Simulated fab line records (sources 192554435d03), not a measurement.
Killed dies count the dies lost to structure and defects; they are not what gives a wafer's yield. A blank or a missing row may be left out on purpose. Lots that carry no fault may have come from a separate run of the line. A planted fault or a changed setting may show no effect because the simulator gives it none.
The tool behind it: which one? | flow n5Finfet | Sampling: 24 lots, 72 wafers, 3 of 1938 route steps

== WHAT EACH GAUGE READ, for each wafer ==
N5_BEOL_M1_THK_MEAS_53: measures by xrf. Usual: M1_THK gives 40.1 nm (standard deviation 1.6).
lot  | measured     | on           | M1_THK (nm)    | flag
L074 | day 6 07:35  | filmMetro-01 | 40.2 41.3 41.7 | 
L075 | day 6 14:04  | filmMetro-01 | 40.0 41.2 41.9 | 
L076 | day 7 00:15  | filmMetro-02 | 37.7 38.5 40.3 | 
L077 | day 7 05:36  | filmMetro-02 | 36.9 38.0 38.6 | 
L078 | day 7 15:35  | filmMetro-02 | 38.6 41.1 41.7 | 
L079 | day 7 20:03  | filmMetro-01 | 39.3 41.0 41.3 | 
L080 | day 8 00:21  | filmMetro-02 | 39.5 40.9 41.0 | 
L081 | day 8 09:19  | filmMetro-01 | 39.3 37.9 41.8 | 
L082 | day 8 18:37  | filmMetro-01 | 39.3 41.4 41.0 | 
L083 | day 8 19:58  | filmMetro-02 | 39.8 40.1 42.1 | 
L084 | day 9 04:49  | filmMetro-02 | 37.4 41.4 39.4 | 
L085 | day 9 09:31  | filmMetro-02 | 39.4 40.6 41.3 | 
L086 | day 9 16:58  | filmMetro-01 | 39.8 42.3 42.3 | 
L087 | day 9 18:41  | filmMetro-01 | 41.1 38.5 42.1 | 
L089 | day 10 04:09 | filmMetro-01 | 37.0 38.9 39.9 | 
L088 | day 10 06:15 | filmMetro-02 | 40.2 43.3 42.9 | 
L090 | day 10 11:17 | filmMetro-02 | 40.9 40.4 41.0 | 
L091 | day 10 20:46 | filmMetro-02 | 36.7 38.9 39.7 | 
L092 | day 11 03:22 | filmMetro-01 | 41.8 40.1 41.5 | 
L093 | day 11 04:35 | filmMetro-01 | 40.7 39.8 40.6 | 
L094 | day 11 08:17 | filmMetro-01 | 41.0 39.8 41.9 | 
L095 | day 11 11:22 | filmMetro-02 | 39.4 40.3 40.9 | 
L096 | day 12 03:26 | filmMetro-02 | 37.7 40.5 39.3 | 
L097 | day 12 18:47 | filmMetro-01 | 36.9 35.8 38.7 | 

== WHICH TOOL RAN EACH LOT (tool, then ch and the chambers of the sampled wafers, then the start) ==
lot  | N5_BEOL_M1_ANNEAL_49        | N5_BEOL_M1_SPUTTER_79
L074 | pvdSputter-02, day 6 05:00  | pvdSputter-02, day 6 05:08
L075 | pvdSputter-03, day 6 11:36  | pvdSputter-03, day 6 11:44
L076 | pvdSputter-02, day 6 21:22  | pvdSputter-02, day 6 21:30
L077 | pvdSputter-03, day 7 00:47  | pvdSputter-03, day 7 00:55
L078 | pvdSputter-02, day 7 10:25  | pvdSputter-02, day 7 10:34
L079 | pvdSputter-01, day 7 14:26  | pvdSputter-01, day 7 14:34
L080 | pvdSputter-01, day 7 18:30  | pvdSputter-01, day 7 18:38
L081 | pvdSputter-02, day 8 04:08  | pvdSputter-02, day 8 04:17
L082 | pvdSputter-03, day 8 11:56  | pvdSputter-03, day 8 12:04
L083 | pvdSputter-02, day 8 13:55  | pvdSputter-02, day 8 14:03
L084 | pvdSputter-01, day 8 23:42  | pvdSputter-01, day 8 23:50
L085 | pvdSputter-01, day 9 04:35  | pvdSputter-01, day 9 04:44
L086 | pvdSputter-02, day 9 12:55  | pvdSputter-02, day 9 13:03
L087 | pvdSputter-03, day 9 13:10  | pvdSputter-03, day 9 13:18
L089 | pvdSputter-03, day 9 22:56  | pvdSputter-03, day 9 23:05
L088 | pvdSputter-03, day 10 01:34 | pvdSputter-03, day 10 01:43
L090 | pvdSputter-03, day 10 07:14 | pvdSputter-03, day 10 07:22
L091 | pvdSputter-03, day 10 16:46 | pvdSputter-03, day 10 16:54
L092 | pvdSputter-03, day 11 00:53 | pvdSputter-03, day 11 01:02
L093 | pvdSputter-02, day 11 01:28 | pvdSputter-02, day 11 01:37
L094 | pvdSputter-01, day 11 05:46 | pvdSputter-01, day 11 05:55
L095 | pvdSputter-01, day 11 08:54 | pvdSputter-01, day 11 09:02
L096 | pvdSputter-02, day 12 00:14 | pvdSputter-02, day 12 00:23
L097 | pvdSputter-01, day 12 16:17 | pvdSputter-01, day 12 16:25
- N5_BEOL_M1_ANNEAL_49: time 240 s.
- N5_BEOL_M1_SPUTTER_79: material Cu, target thk 4.5 nm, time 8.29 s.

== AS READ BY THE TOOLS THEMSELVES (means over the sampled wafers that have a number; for cases with no such wafer, the mark the record gives instead) ==
N5_BEOL_M1_ANNEAL_49. Usual: heaterPowerW 857 W, standard deviation 77; susceptorTempC 399.98 C, standard deviation 0.22.
lot  | tool          | heaterPowerW (W) | susceptorTempC (C) | flag
L074 | pvdSputter-02 | 921              | 399.74             | 
L075 | pvdSputter-03 | 832              | 400.05             | 
L076 | pvdSputter-02 | 919              | 399.92             | 
L077 | pvdSputter-03 | 825              | 399.89             | 
L078 | pvdSputter-02 | 903              | 400.01             | 
L079 | pvdSputter-01 | 840              | 399.77             | 
L080 | pvdSputter-01 | 863              | 399.87             | 
L081 | pvdSputter-02 | 917              | 400.21             | 
L082 | pvdSputter-03 | 818              | 399.98             | 
L083 | pvdSputter-02 | 928              | 400.17             | 
L084 | pvdSputter-01 | 851              | 399.96             | 
L085 | pvdSputter-01 | 899              | 399.99             | 
L086 | pvdSputter-02 | 904              | 399.92             | 
L087 | pvdSputter-03 | 788              | 399.82             | 
L089 | pvdSputter-03 | 796              | 400.03             | 
L088 | pvdSputter-03 | 815              | 400.00             | 
L090 | pvdSputter-03 | 781              | 399.94             | 
L091 | pvdSputter-03 | 787              | 400.15             | 
L092 | pvdSputter-03 | 831              | 400.19             | 
L093 | pvdSputter-02 | 927              | 399.97             | 
L094 | pvdSputter-01 | 861              | 400.05             | 
L095 | pvdSputter-01 | 840              | 400.00             | 
L096 | pvdSputter-02 | 978              | 400.12             | 
L097 | pvdSputter-01 | 827              | 400.11             | 

N5_BEOL_M1_SPUTTER_79. Usual: substrateTempC -20.01 C, standard deviation 0.096; susceptorTempC -20.00 C, standard deviation 0.1; throttleValvePct 29.8 %, standard deviation 0.76.
lot  | tool          | substrateTempC (C) | susceptorTempC (C) | throttleValvePct (%) | flag
L074 | pvdSputter-02 | -19.93             | -19.92             | 30.2                 | 
L075 | pvdSputter-03 | -20.05             | -19.96             | 29.8                 | 
L076 | pvdSputter-02 | -20.12             | -19.98             | 30.2                 | 
L077 | pvdSputter-03 | -19.96             | -20.00             | 29.3                 | 
L078 | pvdSputter-02 | -20.04             | -20.02             | 29.8                 | 
L079 | pvdSputter-01 | -19.88             | -19.98             | 29.8                 | 
L080 | pvdSputter-01 | -20.05             | -20.01             | 29.9                 | 
L081 | pvdSputter-02 | -19.97             | -20.00             | 29.7                 | 
L082 | pvdSputter-03 | -20.05             | -20.16             | 29.1                 | 
L083 | pvdSputter-02 | -19.97             | -19.98             | 29.9                 | 
L084 | pvdSputter-01 | -20.04             | -20.07             | 29.5                 | 
L085 | pvdSputter-01 | -19.96             | -20.00             | 30.2                 | 
L086 | pvdSputter-02 | -19.90             | -19.88             | 29.6                 | 
L087 | pvdSputter-03 | -20.01             | -20.05             | 30.1                 | 
L089 | pvdSputter-03 | -20.08             | -19.98             | 29.6                 | 
L088 | pvdSputter-03 | -20.03             | -20.05             | 29.3                 | 
L090 | pvdSputter-03 | -20.00             | -20.05             | 29.7                 | 
L091 | pvdSputter-03 | -20.00             | -19.97             | 30.0                 | 
L092 | pvdSputter-03 | -19.97             | -19.94             | 29.8                 | 
L093 | pvdSputter-02 | -19.96             | -20.08             | 30.1                 | 
L094 | pvdSputter-01 | -19.94             | -20.04             | 29.8                 | 
L095 | pvdSputter-01 | -20.02             | -20.10             | 29.6                 | 
L096 | pvdSputter-02 | -20.03             | -19.98             | 30.5                 | 
L097 | pvdSputter-01 | -20.00             | -20.02             | 29.7                 | 

== THE ANSWER, worked out from the rows above alone ==
Rule: take the mean of a lot's wafers that have a number; if it is more than 3 standard deviations from the usual mean, the lot is off. Also off: a lot with no number at a reading for which 4 or more lots have one. Any other lot the step has rows for is counted as sound. First the gauges in route order, then the tools' own readings, where a lot's mean is used as printed above. The first step at which some lot is off is used, and at that step the reading that is off furthest; a lot without a number counts as furthest.
Nothing can be told from this: no lot is off at any reading shown.

== WHAT THE SIMULATOR PUT IN ==
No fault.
